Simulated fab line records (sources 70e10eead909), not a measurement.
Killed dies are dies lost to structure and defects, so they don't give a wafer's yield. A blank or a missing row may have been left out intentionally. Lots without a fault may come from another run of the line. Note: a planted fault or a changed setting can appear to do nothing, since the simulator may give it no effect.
Matching of chambers    flow nandHarc    NHARC_P_ZERO_WELL_DESCUM_26 on rieDiel-12: 4 sister chambers
The step chemistry O2, time 3 s. 24 wafers are shown with their chamber, then 12 later ones without.

## WAFERS WITH THEIR CHAMBER
wafer   chamber  showerheadPlenumPTorr (Torr)  drypumpMotorCurrentA (A)  throttleValvePct (%)
L077.1  1        1.88                          5.6                       11.299
L077.4  2        1.99                          5.8                       11.311
L077.5  0        1.90                          5.8                       11.305
L079.1  0        1.90                          5.8                       11.287
L079.3  2        1.99                          5.9                       11.310
L079.4  3        2.00                          6.0                       11.303
L080.2  1        1.88                          5.6                       11.315
L080.3  2        1.99                          5.9                       11.319
L080.4  3        2.00                          6.0                       11.296
L085.1  3        1.99                          6.0                       11.300
L085.4  1        1.87                          5.6                       11.302
L085.5  1        1.87                          5.6                       11.305
L088.1  2        1.98                          5.8                       11.304
L088.5  0        1.89                          5.8                       11.308
L088.6  3        1.99                          6.0                       11.302
L089.1  2        1.98                          5.9                       11.305
L089.3  0        1.89                          5.8                       11.317
L089.6  1        1.87                          5.6                       11.305
L090.2  2        1.98                          5.8                       11.313
L090.5  0        1.89                          5.8                       11.309
L090.6  3        1.99                          6.0                       11.294
L091.2  0        1.89                          5.8                       11.310
L091.3  3        1.99                          6.1                       11.306
L091.5  2        1.98                          5.8                       11.306

SIGNATURES (means of the wafers above)
reading                chamber 0  chamber 1  chamber 2  chamber 3  scatter within a chamber
showerheadPlenumPTorr  1.8933     1.8740     1.9843     1.9933     0.00528
drypumpMotorCurrentA   5.800      5.600      5.843      6.017      0.0357
throttleValvePct       11.30600   11.30520   11.30971   11.30017   0.0068
Rule: distance of a wafer from a chamber = root of the sum over the readings of ((wafer's reading minus chamber's mean) / reading's scatter) squared. The wafer belongs to the nearest chamber; if the next one is less than 2 further off, it can't be placed. How the scatter is found: for the shown wafers, subtract from each reading the mean of its chamber, square and add these, divide the total by (wafers less chambers), then take the root.

## WAFERS WITH NO CHAMBER GIVEN
wafer   showerheadPlenumPTorr (Torr)  drypumpMotorCurrentA (A)  throttleValvePct (%)
L094.2  1.98                          6.0                       11.313
L094.3  1.98                          5.8                       11.308
L094.5  1.98                          6.0                       11.328
L095.3  1.98                          6.0                       11.303
L095.4  1.86                          5.6                       11.314
L095.6  1.98                          6.1                       11.315
L096.1  1.98                          6.0                       11.318
L096.3  1.88                          5.8                       11.311
L096.4  1.98                          5.8                       11.317
L097.1  1.98                          5.8                       11.297
L097.4  1.86                          5.6                       11.325
L097.5  1.86                          5.6                       11.326

## EACH ONE'S CHAMBER
wafer   from the rows above      in truth
L094.2  can't be placed: 3 or 2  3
L094.3  2                        2
L094.5  can't be placed: 3 or 2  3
L095.3  can't be placed: 3 or 2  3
L095.4  1                        1
L095.6  3                        3
L096.1  can't be placed: 3 or 2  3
L096.3  0                        0
L096.4  2                        2
L097.1  2                        2
L097.4  1                        1
L097.5  1                        1
Correct placement for 8 of the 12. These rows do not allow placing 4 (true chamber among the candidates in 4). 0 placed wrongly.
